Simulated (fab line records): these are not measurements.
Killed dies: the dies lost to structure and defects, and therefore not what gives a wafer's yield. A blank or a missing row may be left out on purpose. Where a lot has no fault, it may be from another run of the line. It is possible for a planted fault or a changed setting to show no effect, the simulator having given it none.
Which tool did it? || flow n5_finfet || 36 wafers sampled from 12 lots at 1 step of a route of 1938

## WHAT THE GAUGES SHOWED, per wafer
N5_BEOL_M10_INSPECT_13: inspects for defects (brightfield).
{"lot": "L075", "measured": "day 11 02:32", "on": "defect_inspect-01", "raw_defect_count": "396 291 316"}
{"lot": "L079", "measured": "day 11 15:50", "on": "defect_inspect-02", "raw_defect_count": "521 660 652"}
{"lot": "L078", "measured": "day 12 07:11", "on": "defect_inspect-02", "raw_defect_count": "376 375 370"}
{"lot": "L082", "measured": "day 12 23:57", "on": "defect_inspect-01", "raw_defect_count": "243 378 357"}
{"lot": "L084", "measured": "day 13 13:05", "on": "defect_inspect-02", "raw_defect_count": "876 463 542"}
{"lot": "L085", "measured": "day 14 10:24", "on": "defect_inspect-01", "raw_defect_count": "394 372 344"}
{"lot": "L087", "measured": "day 14 14:30", "on": "defect_inspect-01", "raw_defect_count": "455 348 339"}
{"lot": "L089", "measured": "day 14 17:43", "on": "defect_inspect-01", "raw_defect_count": "457 653 429"}
{"lot": "L091", "measured": "day 15 19:43", "on": "defect_inspect-02", "raw_defect_count": "336 249 324"}
{"lot": "L093", "measured": "day 15 22:25", "on": "defect_inspect-02", "raw_defect_count": "462 443 421"}
{"lot": "L095", "measured": "day 16 06:12", "on": "defect_inspect-02", "raw_defect_count": "367 343 507"}
{"lot": "L097", "measured": "day 17 08:44", "on": "defect_inspect-01", "raw_defect_count": "464 466 319"}

## TOOL THAT RAN EACH LOT (tool first, then ch and the chambers of the sampled wafers, then the start)
There is no process step in the record ahead of these readings.

## THE ANSWER, worked out from the rows above alone
Rule: what is usual is taken from the lots themselves. The widest of any qualifying gaps counts: lots, ordered by their means at a reading, are off when they make up no more than a third of the lots, leave a main group of 4 or more, and stand apart from it by 3 or more times the standard deviation of that group's means. A main group is skipped when, at the precision printed for the reading in the tables above, its means are all equal. A lot without any number at a reading at which 4 lots or more have one is off too. All remaining lots with rows at the step are treated as sound.
None of the lots is off at any reading shown; this tells nothing.

## WHAT THE SIMULATOR HAD PUT IN
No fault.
